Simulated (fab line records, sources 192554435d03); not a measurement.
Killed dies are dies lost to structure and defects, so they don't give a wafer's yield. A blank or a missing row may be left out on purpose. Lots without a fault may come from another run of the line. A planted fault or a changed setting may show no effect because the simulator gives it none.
fab line records | flow n5_finfet | part 2 of 2: steps 26 to 26 of 26
record lots=6 wafers=18 last_day=17
route steps=1938 shown ZERO_LAYER@9 WELL_APT@20 BEOL_M4@1111 PASSIVATION@1936
lots that met no fault: from a run of the same line without faults
start_h: hours from the record's first day to the start of the lot's first wafer shown | wait_h: hours since the lot's step before | " the same as in the row above | L1.1+2: a row that stands for several wafers | - no value, or no start given | * or withheld: withheld | < > ~ a bound
route shown NAME@n: a module of which the file shows steps, and the number in the route of the first | usual: mean/standard deviation of fault-free wafers | same: alike in all rows | chamber/n: place in a boat | sites: the reading at each site | _std_site: their standard deviation | _edge_site: outer sites' mean less inner sites' | radius_mm: how far each site lies from the wafer's centre | mask NAME#n: copy n | behind: the tool/chamber that last shaped the wafer | hold: why the lot was held/for how many hours/how that ended | device: the transistor (n, p or np) that didn't switch | end of line: the same wafers' tests at the end of the route | a step without rows: its recipe alone | killed: dies lost to structure and defects at the first sort, not the wafer's yield | map: a wafer's dies, x killed, . not, _ none there
set.NAME: the setting as run; set.NAME@STEP: as run at that earlier step | model.NAME: the simulator's own value behind a step, which no gauge read
lots at some steps of the route; a table a step, a row a wafer
services: from which hour (start_h, from the record's first day; less than 0 if before it) a tool's chamber was out of use, for how many hours, and why
## steps
# step N5_PASSIVATION_PROBE_49
# usual defect_limited_yield=91.5/1.3 killed_at_M0_to_M3=36/10 killed_at_M4_up=13/4.7 killed_at_contacts=13/6.7 killed_at_front_end=37/9.7 killed_at_other=2.6/2.3 killed_dies=101/15 killed_open=67/12 killed_short=32/6.7 sort_bin_5_function=5.0/0.89 sort_bin_6_memory=3.2/0.63 sort_bin_8_speed=0.01/0.03 sort_n_pass=1079/16 sort_yield_pct=91.4/1.4
# same gross_dies=1180 killed_at_back_side=0 sort_bin_4_leakage[%]=0
# columns lot.wafer tool chamber start_h wait_h defect_limited_yield[%] killed_at_M0_to_M3 killed_at_M4_up killed_at_contacts killed_at_front_end killed_at_other killed_dies killed_open killed_short sort_bin_5_function[%] sort_bin_6_memory[%] sort_bin_8_speed[%] sort_n_pass sort_yield_pct[%]
L260.1 prober-01 - 274.54 0.0 91.4 23 16 17 43 3 102 66 35 5.7 2.9 0 1078 91.4
L260.5 prober-01 - 274.74 0.2 90.8 34 13 23 37 2 109 76 32 5.1 3.7 0 1071 90.8
L260.6 prober-01 - 274.79 0.3 92.3 32 11 12 36 0 91 56 33 4.7 3.0 0.08 1088 92.2
L263.2 prober-02 - 313.54 0.1 94.3 20 6 5 34 2 67 37 28 3.3 1.9 0.08 1113 94.3
L263.5 prober-02 - 313.69 0.2 91.1 44 9 15 35 2 105 73 31 5.7 3.1 0 1075 91.1
L263.6 prober-02 - 313.74 0.3 91.4 29 9 9 49 6 102 64 33 5.5 2.9 0 1078 91.4
L267.1 prober-02 - 335.82 0.0 91.7 33 13 12 38 2 98 65 27 5.5 2.7 0 1082 91.7
L267.2 prober-02 - 335.87 0.1 92.3 26 17 12 35 1 91 64 26 4.3 3.1 0 1089 92.3
L267.4 prober-02 - 335.97 0.2 92.5 31 6 8 42 2 89 64 25 4.7 2.8 0.25 1088 92.2
L270.3 prober-01 - 364.15 0.1 90.8 45 11 7 42 3 108 71 35 5.8 3.2 0 1072 90.8
L270.4 prober-01 - 364.20 0.2 90.8 53 8 13 32 3 109 69 38 5.9 3.1 0 1071 90.8
L270.5 prober-01 - 364.25 0.2 91.4 30 12 8 48 4 102 62 38 4.7 3.8 0 1078 91.4
L271.2 prober-02 - 368.38 0.1 92.4 24 7 10 37 12 90 64 25 4.1 3.4 0 1090 92.4
L271.3 prober-02 - 368.43 0.1 91.6 37 10 8 38 6 99 63 33 5.4 2.8 0 1081 91.6
L271.4 prober-02 - 368.48 0.2 93.2 30 7 4 35 4 80 50 27 4.2 2.5 0 1100 93.2
L275.1 prober-02 - 397.98 0.0 91.5 26 8 11 54 1 100 72 25 4.2 3.8 0 1080 91.5
L275.4 prober-02 - 398.13 0.2 91.9 35 11 9 39 2 96 66 27 5.4 2.2 0 1084 91.9
L275.6 prober-02 - 398.23 0.3 92.1 39 9 12 33 0 93 68 25 4.7 3.0 0 1087 92.1
# killed by level:class
L260.1 MOL_CONTACT_COAG:geometric_particle:open=14 FIN_SAQP:geometric_particle:short=11 BEOL_M3:geometric_particle:open=6 GATE_CUT:geometric_particle:open=5 BEOL_M2:geometric_particle:open=5 FIN_SAQP:geometric_particle:open=4 STI_FIN_REVEAL:geometric_particle:open=4 BEOL_M0_SAQP:geometric_particle:short=4
L260.5 MOL_CONTACT_COAG:geometric_particle:open=17 BEOL_M3:geometric_particle:open=10 FIN_SAQP:geometric_particle:open=6 STI_FIN_REVEAL:geometric_particle:open=6 DUMMY_GATE:geometric_particle:open=6 MOL_CONTACT_COAG:geometric_particle:short=6 BEOL_M2:geometric_particle:open=6 GATE_CUT:geometric_particle:short=4
L260.6 MOL_CONTACT_COAG:geometric_particle:open=9 BEOL_M2:geometric_particle:open=8 FIN_SAQP:geometric_particle:open=6 BEOL_M0:geometric_particle:open=6 FIN_SAQP:geometric_particle:short=5 DUMMY_GATE:geometric_particle:open=5 BEOL_M3:geometric_particle:open=5 DUMMY_GATE:geometric_particle:short=4
L263.2 DUMMY_GATE:geometric_particle:open=7 MOL_CONTACT_COAG:geometric_particle:open=5 BEOL_M0_SAQP:geometric_particle:short=5 DUMMY_GATE:geometric_particle:short=4 ILD0:geometric_particle:short=4 BEOL_M3:geometric_particle:open=4 STARTING-WAFER:geometric_particle:open=4 FIN_SAQP:geometric_particle:open=3
L263.5 MOL_CONTACT_COAG:geometric_particle:open=14 BEOL_M0_SAQP:geometric_particle:short=14 BEOL_M0_SAQP:geometric_particle:open=11 STI_FIN_REVEAL:geometric_particle:open=7 BEOL_M3:geometric_particle:open=7 BEOL_M1:geometric_particle:open=6 DUMMY_GATE:geometric_particle:open=5 FIN_SAQP:geometric_particle:open=4
L263.6 DUMMY_GATE:geometric_particle:open=16 BEOL_M0_SAQP:geometric_particle:open=10 MOL_CONTACT_COAG:geometric_particle:open=9 BEOL_M0_SAQP:geometric_particle:short=7 BEOL_M3:geometric_particle:open=6 FIN_SAQP:geometric_particle:short=5 GATE_CUT:geometric_particle:short=5 PAD_METAL:geometric_particle:short=4
L267.1 STI_FIN_REVEAL:geometric_particle:open=9 BEOL_M1:geometric_particle:open=9 MOL_CONTACT_COAG:geometric_particle:open=8 BEOL_M0_SAQP:geometric_particle:open=6 FIN_CUT:area_etch=6 DUMMY_GATE:geometric_particle:open=5 BEOL_M0_SAQP:geometric_particle:short=5 FIN_SAQP:geometric_particle:short=4
L267.2 MOL_CONTACT_COAG:geometric_particle:open=11 FIN_SAQP:geometric_particle:open=8 BEOL_M0_SAQP:geometric_particle:open=7 STI_FIN_REVEAL:geometric_particle:open=6 BEOL_M4:geometric_particle:open=5 FIN_SAQP:geometric_particle:short=4 GATE_CUT:geometric_particle:short=4 BEOL_M7:geometric_particle:open=4
L267.4 STI_FIN_REVEAL:geometric_particle:open=13 BEOL_M1:geometric_particle:open=10 FIN_SAQP:geometric_particle:open=9 FIN_SAQP:geometric_particle:short=7 MOL_CONTACT_COAG:geometric_particle:open=7 BEOL_M0_SAQP:geometric_particle:short=7 GATE_CUT:geometric_particle:short=6 BEOL_M0_SAQP:geometric_particle:open=6
L270.3 BEOL_M0_SAQP:geometric_particle:open=13 BEOL_M0_SAQP:geometric_particle:short=12 FIN_SAQP:geometric_particle:open=11 DUMMY_GATE:geometric_particle:open=8 MOL_CONTACT_COAG:geometric_particle:open=7 BEOL_M1:geometric_particle:open=7 FIN_SAQP:geometric_particle:short=6 GATE_CUT:geometric_particle:open=5
L270.4 BEOL_M0_SAQP:geometric_particle:open=20 BEOL_M0_SAQP:geometric_particle:short=13 MOL_CONTACT_COAG:geometric_particle:open=11 BEOL_M1:geometric_particle:open=7 BEOL_M2:geometric_particle:open=6 FIN_SAQP:geometric_particle:short=5 STI_FIN_REVEAL:geometric_particle:open=5 FIN_SAQP:geometric_particle:open=4
L270.5 FIN_SAQP:geometric_particle:open=10 BEOL_M0_SAQP:geometric_particle:short=9 BEOL_M4:geometric_particle:open=8 DUMMY_GATE:geometric_particle:open=7 STI_FIN_REVEAL:geometric_particle:open=6 BEOL_M0_SAQP:geometric_particle:open=6 BEOL_M1:geometric_particle:open=5 STARTING-WAFER:geometric_particle:open=5
L271.2 MOL_CONTACT_COAG:geometric_particle:open=9 FIN_SAQP:geometric_particle:short=7 BEOL_M3:geometric_particle:open=7 STI_FIN_REVEAL:geometric_particle:open=6 FIN_SAQP:geometric_particle:open=5 BEOL_M2:geometric_particle:open=5 DUMMY_GATE:geometric_particle:open=4 BEOL_M0_SAQP:geometric_particle:open=4
L271.3 BEOL_M3:geometric_particle:open=10 FIN_SAQP:geometric_particle:short=8 STI_FIN_REVEAL:geometric_particle:open=8 DUMMY_GATE:geometric_particle:open=7 BEOL_M1:geometric_particle:open=7 MOL_CONTACT_COAG:geometric_particle:open=6 DUMMY_GATE:geometric_particle:short=5 BEOL_M2:geometric_particle:open=5
L271.4 STI_FIN_REVEAL:geometric_particle:open=8 BEOL_M1:geometric_particle:open=8 FIN_SAQP:geometric_particle:short=6 DUMMY_GATE:geometric_particle:open=6 BEOL_M2:geometric_particle:open=6 BEOL_M3:geometric_particle:open=5 BEOL_M0_SAQP:geometric_particle:open=4 BEOL_M0_SAQP:geometric_particle:short=4
L275.1 FIN_SAQP:geometric_particle:open=24 MOL_CONTACT_COAG:geometric_particle:open=9 FIN_SAQP:geometric_particle:short=7 BEOL_M0:geometric_particle:open=6 BEOL_M1:geometric_particle:open=6 DUMMY_GATE:geometric_particle:open=5 BEOL_M0_SAQP:geometric_particle:short=5 STI_FIN_REVEAL:geometric_particle:open=4
L275.4 DUMMY_GATE:geometric_particle:open=11 MOL_CONTACT_COAG:geometric_particle:open=7 BEOL_M0_SAQP:geometric_particle:open=7 BEOL_M3:geometric_particle:open=7 FIN_SAQP:geometric_particle:open=6 BEOL_M0_SAQP:geometric_particle:short=6 BEOL_M1:geometric_particle:open=5 BEOL_M4:geometric_particle:open=5
L275.6 BEOL_M3:geometric_particle:open=10 MOL_CONTACT_COAG:geometric_particle:open=9 BEOL_M0:geometric_particle:open=8 STI_FIN_REVEAL:geometric_particle:open=7 BEOL_M1:geometric_particle:open=6 FIN_SAQP:geometric_particle:open=5 BEOL_M0_SAQP:geometric_particle:short=5 FIN_SAQP:geometric_particle:short=4
## services
# columns tool chamber start_h hours kind
rie_diel-06 3 10.86 14.6 repair
rie_si-05 2 14.19 3.7 repair
rie_si-05 3 16.40 13.6 repair
rie_diel-03 0 22.13 4.5 repair
plasma_asher-01 - 31.03 1.4 repair
rie_diel-03 - 37.29 15.6 pm
rie_diel-01 0 55.61 8.9 repair
rie_diel-02 - 56.31 0.1 repair
rie_diel-06 2 58.45 - clean
rie_diel-06 2 58.45 - consumable_replace:focus_ring
rie_diel-06 2 58.45 18.1 scheduled_down
rie_diel-06 2 58.45 18.1 vent_cycle
rie_diel-03 2 62.77 34.7 repair
rie_si-03 0 68.72 12.9 repair
rie_diel-05 - 71.97 0.2 repair
rie_diel-01 2 91.24 11.0 repair
rie_diel-05 1 93.44 4.1 repair
rie_diel-03 1 97.59 - clean
rie_diel-03 1 97.59 - consumable_replace:focus_ring
rie_diel-03 1 97.59 16.3 scheduled_down
rie_diel-03 1 97.59 16.3 vent_cycle
rie_diel-04 2 105.53 3.5 repair
